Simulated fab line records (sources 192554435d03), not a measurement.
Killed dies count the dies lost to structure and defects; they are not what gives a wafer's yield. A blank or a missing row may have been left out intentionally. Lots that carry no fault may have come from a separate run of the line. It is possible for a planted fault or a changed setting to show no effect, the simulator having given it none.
Code-filled problem report in 8D (eight disciplines) form | flow n5-finfet | the parts of the form that need people (team, actions taken, sign-off) are left out

## 1. WHAT WENT WRONG
Across 5 wafers from 3 lots, EOT_N at N5_BEOL_M4_RC_MEAS_101 averages 11.66, while fault-free wafers read 10.55 with a standard deviation of 0.1. That is +11 standard deviations from the usual mean.
Seen first at day 12 05:07 on prober-02, wafer L725.4. At this step, 30 wafers from 10 lots have a number in the record. Rule for "out" (also "out of limits"): further than 4 standard deviations from the usual mean. The rest of the wafers with a number are treated as sound.

## 2. WHAT IT IS, AND WHAT IT ISN'T
question                    | is                                     | is not
which readings at this step | EOT_N, EOT_P                           | VT_N, VT_P
which lots                  | L725, L726, L728                       | L709, L711, L712, L714, L717, L719, L724
which wafers of those lots  | L725.4, L725.5, L726.4, L728.4, L728.5 | L725.6, L726.2, L726.6, L728.2
read on which gauges        | prober-01, prober-02                   | -
when                        | from day 12 05:07                      | up to then (22 sound wafers); but 3 sound wafers of L726, L728 came after

## 3. THE SUSPECTS, EACH WITH WHAT RULES IT OUT
Counting: any tool at a process step up to the reading remains a suspect provided it ran every lot that is out. Sound lots after the first of them don't rule it out here, since some wafers of a struck lot are sound.
- the gauge at N5_BEOL_M4_RC_MEAS_101: ruled out. Those wafers that are out were read across 2 gauges (prober-01, prober-02).
- remote-plasma-02 at N5_DUMMY_REMOVAL_PRECLEAN_08 (cleans in NF3:NH3, afs cycles 2, time 20 s, sublimation time 60 s): kept. It processed each lot that is out (first: L725, day 7 22:07); up to then, its last sound lot is L724 (day 7 17:37).
The count leaves remote-plasma-02 at N5_DUMMY_REMOVAL_PRECLEAN_08.

## 4. THE CAUSE (what the simulator had put in)
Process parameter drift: remote-plasma-02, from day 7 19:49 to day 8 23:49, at N5_DUMMY_REMOVAL_PRECLEAN_08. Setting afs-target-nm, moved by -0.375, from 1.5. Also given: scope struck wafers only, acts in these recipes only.
The count eliminated every tool but this one.

## 5. SEQUENCE OF EFFECTS, ordered by route
Rows list readings where the struck wafers' mean (over those with a number) sits beyond 3 standard deviations from the usual. Only readings for which the record gives a usual standard deviation are gone through. hours: the time from each lot's start at the first step in this table that gives one to its start at this step, as a median over the lots. sigmas: the change in usual standard deviations.
hours | step                   | reading | usual        | on struck wafers | change  | sigmas
0     | N5_BEOL_M4_RC_MEAS_101 | EOT_N   | 10.55        | 11.66            | +1.11   | +11
0     | N5_BEOL_M4_RC_MEAS_101 | EOT_P   | 10.51        | 11.54            | +1.03   | +9.4
0     | N5_BEOL_M4_RC_MEAS_101 | IGATE_N | 0.0122 nA/um | 0.0035           | -0.0087 | -4.6
0     | N5_BEOL_M4_RC_MEAS_101 | IGATE_P | 0.0037 nA/um | 0.0011           | -0.0026 | -4.6

## 6. WHAT WOULD HAVE CAUGHT IT SOONER
105 hours passed between the start of the fault at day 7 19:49 and the first reading out of limits at a measuring or inspecting step in this record, taken at day 12 05:07.
Each of the lots that are out, 3 in all, had begun N5_DUMMY_REMOVAL_PRECLEAN_08 on remote-plasma-02 no later than day 12 05:07. Tool hold at that time: it would have spared none of them.
